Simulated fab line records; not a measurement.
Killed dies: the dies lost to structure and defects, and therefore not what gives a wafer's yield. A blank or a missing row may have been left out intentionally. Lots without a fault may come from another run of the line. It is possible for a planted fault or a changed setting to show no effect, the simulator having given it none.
A struck lot beside a sound one / flow n5 finfet / 38 steps out of a route of 1938
Sound: the wafers L688.2, L688.4, L688.6. Struck: wafers L690.4, L690.6. (L690.5 of the same lot was not struck and is left out.) The cause comes at the end.
At each step with rows: each side's tool, then ch and its chambers, then its first start. Under that, the readings that differ: sound wafers / struck wafers / difference of the means / sigmas: that difference in standard deviations of wafers without a fault.
alike: words and numbers the same on both sides, and readings whose means are apart by under 2 such deviations; not compared: readings that were withheld, readings missing a value for some wafer, numbers with overlapping values and no deviation given by the record, and bounds like >300 which may hide the same value.
Wherever a step has rows on one side only, a row that says differs or no value, or a row with sigmas, the two part there. Numbers that have no deviation but don't overlap get no sigmas and don't part them. A reading that every wafer of one side lacks parts them only if that side has two wafers or more.

first, 9 steps without rows for these wafers: N5_BEOL_M0_ANNEAL_135 (time 60 s); N5_BEOL_M0_SPUTTER_141 (material Cu, target thk 4 nm, time 7.37 s); N5_BEOL_M0_ECD_118 (material Cu, target thk 300 nm); N5_BEOL_M0_ANNEAL_119 (time 90 s); N5_BEOL_M0_CMP_120 (polishes, stops on SiOC, t overpolish 6.9 s); N5_BEOL_M0_PRE_CLEAN_131 (time 15 s); N5_BEOL_M0_CO_CAP_123 (material Co, precursor CCTBA/H2, target thk 2 nm, time 102.1 s); N5_BEOL_M0_PRE_CLEAN_124 (time 15 s); N5_BEOL_M0_DEP_125 (deposits SiCN from 3MS/NH3, target thk 8 nm, time 14 s).
N5_BEOL_M1_ILD_DEP_00: deposits SiOC from DEMS/O2, target thk 79 nm, time 15.3 s.
  sound on pecvd-03 ch 0,1,2, day 8 13:50; struck on pecvd-03 ch 0,2, day 8 23:15
reading=model.SiOC_of_BEOL_M1_ILD_DEP_00.thk nm (nm); sound=78 79.6 79.2; struck=48.2 48.8; difference=-30.4; sigmas=
  alike: heater power w, showerhead plenum p Torr, throttle valve pct
N5_BEOL_M1_THK_MEAS_01:
  sound: film metro-01 at day 8 13:54; struck: film metro-01 at day 8 23:18
reading=M1_ILD_THK (nm); sound=78.0 79.5 79.3; struck=48.2 48.7; difference=-30.5; sigmas=-30
then, 24 steps without rows for these wafers: N5_BEOL_M1_PECVD_72 (deposits SiO2 from TEOS/O2, target thk 16 nm, time 18 s); N5_BEOL_M1_HM_DEP_02 (deposits TiN, target thk 20 nm); N5_BEOL_M1_COAT_61 (time 60 s, resist thk 60 nm); N5_BEOL_M1_COAT_62 (time 60 s, resist thk 12 nm); N5_BEOL_M1_COAT_73 (time 60 s, resist thk 5 nm); N5_BEOL_M1_COAT_05 (resist thk 30 nm); N5_BEOL_M1_EBR_07; N5_BEOL_M1_SOFTBAKE_06 (time 60 s); N5_BEOL_M1_EXPOSE_08 (exposes mask M1); N5_BEOL_M1_PEB_09 (peb time 60 s); N5_BEOL_M1_DEVELOP_10 (develop time 30 s); N5_BEOL_M1_DESCUM_16 (chemistry O2, time 7 s); N5_BEOL_M1_ETCH_74 (etches underlayer in N2/H2, target depth 6.5 nm, time 5.2 s); N5_BEOL_M1_ETCH_63 (etches SiARC in CF4, target depth 15.6 nm, time 26 s); N5_BEOL_M1_ETCH_64 (etches SOC in N2/H2, target depth 75 nm, overetch 15 nm, time 112.5 s); N5_BEOL_M1_STRIP_65 (strips in N2/H2); N5_BEOL_M1_STRIP_75 (strips in N2/H2); N5_BEOL_M1_STRIP_66 (strips in CF4); N5_BEOL_M1_HM_OPEN_17 (chemistry Cl2/BCl3, target TiN, target depth 20 nm, overetch 6 nm); N5_BEOL_M1_STRIP_19 (strips in O2); N5_BEOL_M1_COAT_67 (time 60 s, resist thk 60 nm); N5_BEOL_M1_COAT_68 (time 60 s, resist thk 12 nm); N5_BEOL_M1_COAT_76 (time 60 s, resist thk 5 nm); N5_BEOL_M1_COAT_22 (resist thk 30 nm).
N5_BEOL_M1_CMP_52: polishes, stops on SiOC, t overpolish 6.8 s, target thk 40 nm.
  sound on cmp-02 ch 0,2, day 8 21:53; struck on cmp-02 ch 0,1, day 9 10:57
reading=model.Cu_of_BEOL_M1_ECD_50.thk nm (nm); sound=38.4 39.2 39.8; struck=10.4 9.6; difference=-29.1; sigmas=
reading=model.SiOC_of_BEOL_M1_ILD_DEP_00.thk nm (nm); sound=77 78.6 78.2; struck=47.2 47.8; difference=-30.4; sigmas=
  alike: motor current A, slurry filter dp kPa
  not compared: pad life wafers
N5_BEOL_M4_RC_MEAS_101:
  the record has rows for the sound wafers here (prober-02 ch 0, day 10 11:26) and none for the struck ones
-- record jumps: 6 days separate the struck wafers' starts on either side; left off in module BEOL_M4, taken up again in module PASSIVATION, whose first shown step is the route's number 1936 --
N5_PASSIVATION_PROBE_49:
  sound: prober-02 at day 15 05:22; struck: prober-01 at day 15 04:52
reading=defect limited yield (%); sound=90.5 90.3 89.2; struck=0 0; difference=-90; sigmas=-69
reading=killed_at_M0_to_M3; sound=41 27 44; struck=1112 1119; difference=+1078; sigmas=+99 or more
reading=killed dies; sound=112 114 127; struck=1180 1180; difference=+1062; sigmas=+71
reading=killed on rim; sound=15 15 20; struck=152 152; difference=+135; sigmas=+35
reading=sort_bin_5_function (%); sound=5.3 5.6 6.5; struck=6.3 19.7; difference=+7.2; sigmas=+8
reading=sort n pass; sound=1068 1066 1053; struck=0 0; difference=-1062; sigmas=-71
reading=sort yield pct (%); sound=90.5 90.3 89.2; struck=0 0; difference=-90; sigmas=-69
  alike: killed_at_M4_up, killed at contacts, killed at front end, killed at other, killed open, killed short, sort_bin_6_memory

WHERE THEY PART
First at N5_BEOL_M1_THK_MEAS_01; last, within this record, at N5_PASSIVATION_PROBE_49.

WHY: the cause the simulator had injected
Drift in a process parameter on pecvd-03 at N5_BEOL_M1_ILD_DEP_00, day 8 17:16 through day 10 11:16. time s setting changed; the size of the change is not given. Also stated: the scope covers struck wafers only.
